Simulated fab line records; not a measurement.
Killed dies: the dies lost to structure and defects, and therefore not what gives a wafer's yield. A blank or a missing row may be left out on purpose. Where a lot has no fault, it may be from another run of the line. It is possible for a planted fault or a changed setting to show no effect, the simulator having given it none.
Split-lot study / flow n5 finfet / 39 wafers read across 7 lots, on a route 1938 steps long

== THE SPLIT ITSELF ==
At N5_HKMG_FIN_NWFM_ALD_20 (deposits TiAlC, target thk 2 nm, pulse time 3 s, purge time 2 s), the setting ald cycles was moved away from the recipe's 7 on 15 of the 39 wafers read, by -28.6% to +42.9%. For the rest of the wafers, this setting stayed at what the recipe calls for.

Reading taken at the split's own step.

== THE READING ==
TiAlC_of_HKMG_FIN_NWFM_ALD_20.thk nm (the simulator's own value, which no gauge read), in nm, at N5_HKMG_FIN_NWFM_ALD_20 (deposits TiAlC, target thk 2 nm, pulse time 3 s, purge time 2 s). The file gives no usual value for it.

wafer=L074.1; tool, chamber at the split=ald metal-03, 3,2,0; ald cycles as run=7; against the recipe=recipe; TiAlC_of_HKMG_FIN_NWFM_ALD_20.thk nm, nm=2; against lot-mates on the recipe=-
wafer=L074.2; tool, chamber at the split=ald metal-03, 3,2,0; ald cycles as run=7; against the recipe=recipe; TiAlC_of_HKMG_FIN_NWFM_ALD_20.thk nm, nm=2; against lot-mates on the recipe=-
wafer=L074.4; tool, chamber at the split=ald metal-03, 3,2,0; ald cycles as run=7; against the recipe=recipe; TiAlC_of_HKMG_FIN_NWFM_ALD_20.thk nm, nm=2; against lot-mates on the recipe=-
wafer=L074.3; tool, chamber at the split=ald metal-03, 1,0,3; ald cycles as run=9; against the recipe=+28.6%; TiAlC_of_HKMG_FIN_NWFM_ALD_20.thk nm, nm=2.6; against lot-mates on the recipe=+0.6
wafer=L074.5; tool, chamber at the split=ald metal-03, 1,0,3; ald cycles as run=9; against the recipe=+28.6%; TiAlC_of_HKMG_FIN_NWFM_ALD_20.thk nm, nm=2.6; against lot-mates on the recipe=+0.6
wafer=L074.6; tool, chamber at the split=ald metal-03, 1,0,3; ald cycles as run=9; against the recipe=+28.6%; TiAlC_of_HKMG_FIN_NWFM_ALD_20.thk nm, nm=2.6; against lot-mates on the recipe=+0.6
wafer=L075.2; tool, chamber at the split=ald metal-02, 1,3,2; ald cycles as run=7; against the recipe=recipe; TiAlC_of_HKMG_FIN_NWFM_ALD_20.thk nm, nm=2; against lot-mates on the recipe=-
wafer=L075.5; tool, chamber at the split=ald metal-02, 1,3,2; ald cycles as run=7; against the recipe=recipe; TiAlC_of_HKMG_FIN_NWFM_ALD_20.thk nm, nm=2; against lot-mates on the recipe=-
wafer=L075.6; tool, chamber at the split=ald metal-02, 1,3,2; ald cycles as run=7; against the recipe=recipe; TiAlC_of_HKMG_FIN_NWFM_ALD_20.thk nm, nm=2; against lot-mates on the recipe=-
wafer=L079.1; tool, chamber at the split=ald metal-04, 0,1,0; ald cycles as run=5; against the recipe=-28.6%; TiAlC_of_HKMG_FIN_NWFM_ALD_20.thk nm, nm=1.4; against lot-mates on the recipe=-0.6
wafer=L079.5; tool, chamber at the split=ald metal-04, 0,1,0; ald cycles as run=5; against the recipe=-28.6%; TiAlC_of_HKMG_FIN_NWFM_ALD_20.thk nm, nm=1.4; against lot-mates on the recipe=-0.6
wafer=L079.6; tool, chamber at the split=ald metal-04, 0,1,0; ald cycles as run=5; against the recipe=-28.6%; TiAlC_of_HKMG_FIN_NWFM_ALD_20.thk nm, nm=1.4; against lot-mates on the recipe=-0.6
wafer=L079.2; tool, chamber at the split=ald metal-04, 3,1,2; ald cycles as run=7; against the recipe=recipe; TiAlC_of_HKMG_FIN_NWFM_ALD_20.thk nm, nm=2; against lot-mates on the recipe=-
wafer=L079.3; tool, chamber at the split=ald metal-04, 3,1,2; ald cycles as run=7; against the recipe=recipe; TiAlC_of_HKMG_FIN_NWFM_ALD_20.thk nm, nm=2; against lot-mates on the recipe=-
wafer=L079.4; tool, chamber at the split=ald metal-04, 3,1,2; ald cycles as run=7; against the recipe=recipe; TiAlC_of_HKMG_FIN_NWFM_ALD_20.thk nm, nm=2; against lot-mates on the recipe=-
wafer=L082.1; tool, chamber at the split=ald metal-03, 2,0,1; ald cycles as run=10; against the recipe=+42.9%; TiAlC_of_HKMG_FIN_NWFM_ALD_20.thk nm, nm=2.8; against lot-mates on the recipe=+0.8
wafer=L082.2; tool, chamber at the split=ald metal-03, 2,0,1; ald cycles as run=10; against the recipe=+42.9%; TiAlC_of_HKMG_FIN_NWFM_ALD_20.thk nm, nm=2.8; against lot-mates on the recipe=+0.8
wafer=L082.4; tool, chamber at the split=ald metal-03, 2,0,1; ald cycles as run=10; against the recipe=+42.9%; TiAlC_of_HKMG_FIN_NWFM_ALD_20.thk nm, nm=2.8; against lot-mates on the recipe=+0.8
wafer=L082.3; tool, chamber at the split=ald metal-03, 3,3,2; ald cycles as run=7; against the recipe=recipe; TiAlC_of_HKMG_FIN_NWFM_ALD_20.thk nm, nm=2; against lot-mates on the recipe=-
wafer=L082.5; tool, chamber at the split=ald metal-03, 3,3,2; ald cycles as run=7; against the recipe=recipe; TiAlC_of_HKMG_FIN_NWFM_ALD_20.thk nm, nm=2; against lot-mates on the recipe=-
wafer=L082.6; tool, chamber at the split=ald metal-03, 3,3,2; ald cycles as run=7; against the recipe=recipe; TiAlC_of_HKMG_FIN_NWFM_ALD_20.thk nm, nm=2; against lot-mates on the recipe=-
wafer=L087.1; tool, chamber at the split=ald metal-02, 1,3,3; ald cycles as run=10; against the recipe=+42.9%; TiAlC_of_HKMG_FIN_NWFM_ALD_20.thk nm, nm=2.8; against lot-mates on the recipe=+0.8
wafer=L087.2; tool, chamber at the split=ald metal-02, 1,3,3; ald cycles as run=10; against the recipe=+42.9%; TiAlC_of_HKMG_FIN_NWFM_ALD_20.thk nm, nm=2.8; against lot-mates on the recipe=+0.8
wafer=L087.6; tool, chamber at the split=ald metal-02, 1,3,3; ald cycles as run=10; against the recipe=+42.9%; TiAlC_of_HKMG_FIN_NWFM_ALD_20.thk nm, nm=2.8; against lot-mates on the recipe=+0.8
wafer=L087.3; tool, chamber at the split=ald metal-02, 0,2,2; ald cycles as run=7; against the recipe=recipe; TiAlC_of_HKMG_FIN_NWFM_ALD_20.thk nm, nm=2; against lot-mates on the recipe=-
wafer=L087.4; tool, chamber at the split=ald metal-02, 0,2,2; ald cycles as run=7; against the recipe=recipe; TiAlC_of_HKMG_FIN_NWFM_ALD_20.thk nm, nm=2; against lot-mates on the recipe=-
wafer=L087.5; tool, chamber at the split=ald metal-02, 0,2,2; ald cycles as run=7; against the recipe=recipe; TiAlC_of_HKMG_FIN_NWFM_ALD_20.thk nm, nm=2; against lot-mates on the recipe=-
wafer=L095.1; tool, chamber at the split=ald metal-04, 2,3,1,0,0,1; ald cycles as run=7; against the recipe=recipe; TiAlC_of_HKMG_FIN_NWFM_ALD_20.thk nm, nm=2; against lot-mates on the recipe=-
wafer=L095.2; tool, chamber at the split=ald metal-04, 2,3,1,0,0,1; ald cycles as run=7; against the recipe=recipe; TiAlC_of_HKMG_FIN_NWFM_ALD_20.thk nm, nm=2; against lot-mates on the recipe=-
wafer=L095.3; tool, chamber at the split=ald metal-04, 2,3,1,0,0,1; ald cycles as run=7; against the recipe=recipe; TiAlC_of_HKMG_FIN_NWFM_ALD_20.thk nm, nm=2; against lot-mates on the recipe=-
wafer=L095.4; tool, chamber at the split=ald metal-04, 2,3,1,0,0,1; ald cycles as run=7; against the recipe=recipe; TiAlC_of_HKMG_FIN_NWFM_ALD_20.thk nm, nm=2; against lot-mates on the recipe=-
wafer=L095.5; tool, chamber at the split=ald metal-04, 2,3,1,0,0,1; ald cycles as run=7; against the recipe=recipe; TiAlC_of_HKMG_FIN_NWFM_ALD_20.thk nm, nm=2; against lot-mates on the recipe=-
wafer=L095.6; tool, chamber at the split=ald metal-04, 2,3,1,0,0,1; ald cycles as run=7; against the recipe=recipe; TiAlC_of_HKMG_FIN_NWFM_ALD_20.thk nm, nm=2; against lot-mates on the recipe=-
wafer=L097.1; tool, chamber at the split=ald metal-04, 0,1,3; ald cycles as run=7; against the recipe=recipe; TiAlC_of_HKMG_FIN_NWFM_ALD_20.thk nm, nm=2; against lot-mates on the recipe=-
wafer=L097.2; tool, chamber at the split=ald metal-04, 0,1,3; ald cycles as run=7; against the recipe=recipe; TiAlC_of_HKMG_FIN_NWFM_ALD_20.thk nm, nm=2; against lot-mates on the recipe=-
wafer=L097.6; tool, chamber at the split=ald metal-04, 0,1,3; ald cycles as run=7; against the recipe=recipe; TiAlC_of_HKMG_FIN_NWFM_ALD_20.thk nm, nm=2; against lot-mates on the recipe=-
wafer=L097.3; tool, chamber at the split=ald metal-04, 3,2,2; ald cycles as run=6; against the recipe=-14.3%; TiAlC_of_HKMG_FIN_NWFM_ALD_20.thk nm, nm=1.8; against lot-mates on the recipe=-0.2
wafer=L097.4; tool, chamber at the split=ald metal-04, 3,2,2; ald cycles as run=6; against the recipe=-14.3%; TiAlC_of_HKMG_FIN_NWFM_ALD_20.thk nm, nm=1.8; against lot-mates on the recipe=-0.2
wafer=L097.5; tool, chamber at the split=ald metal-04, 3,2,2; ald cycles as run=6; against the recipe=-14.3%; TiAlC_of_HKMG_FIN_NWFM_ALD_20.thk nm, nm=1.8; against lot-mates on the recipe=-0.2
Where a row lists several chambers, the file gives one row for several wafers and doesn't say which wafer went through which chamber.

THE FIT
A straight line over all 39 wafers: TiAlC_of_HKMG_FIN_NWFM_ALD_20.thk nm changes by +0.0192 nm for each +1% of ald cycles; r = +1.00; the points scatter about the line by 0.031 nm.
The same after taking each lot's own level away (the mean of its wafers on the recipe; 39 wafers): +0.0192 nm for each +1%; r = +1.00; scatter 0.031 nm.
Per that fit: largest ald cycles move, reading shift of 0.82 nm.
The lots' own levels span 2.00 to 2.00 nm.
The two slopes agree, so the slope changes little with the lot-to-lot level.
Check: for one of the wafers moved furthest among these (+42.9%), held out of the fit, the line's prediction against its lot-mates is +0.826 nm. It came out at +0.8 nm against them.

== FURTHER SPLITS ON THESE WAFERS ==
These wafers also went through other splits before the reading. Each is held against what the fit with the lots' levels taken away leaves over:
other split on the same wafers=N5_STI_FIN_REVEAL_ETCHBACK_08 target depth a; wafers away from the commonest value=12; r with TiAlC_of_HKMG_FIN_NWFM_ALD_20.thk nm (lot level and that fit taken away)=-0.45

== THE FILE'S OWN FIT ==
TiAlC_of_HKMG_FIN_NWFM_ALD_20.thk nm changes by +0.0192 nm for each +1% of ald cycles, r = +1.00.
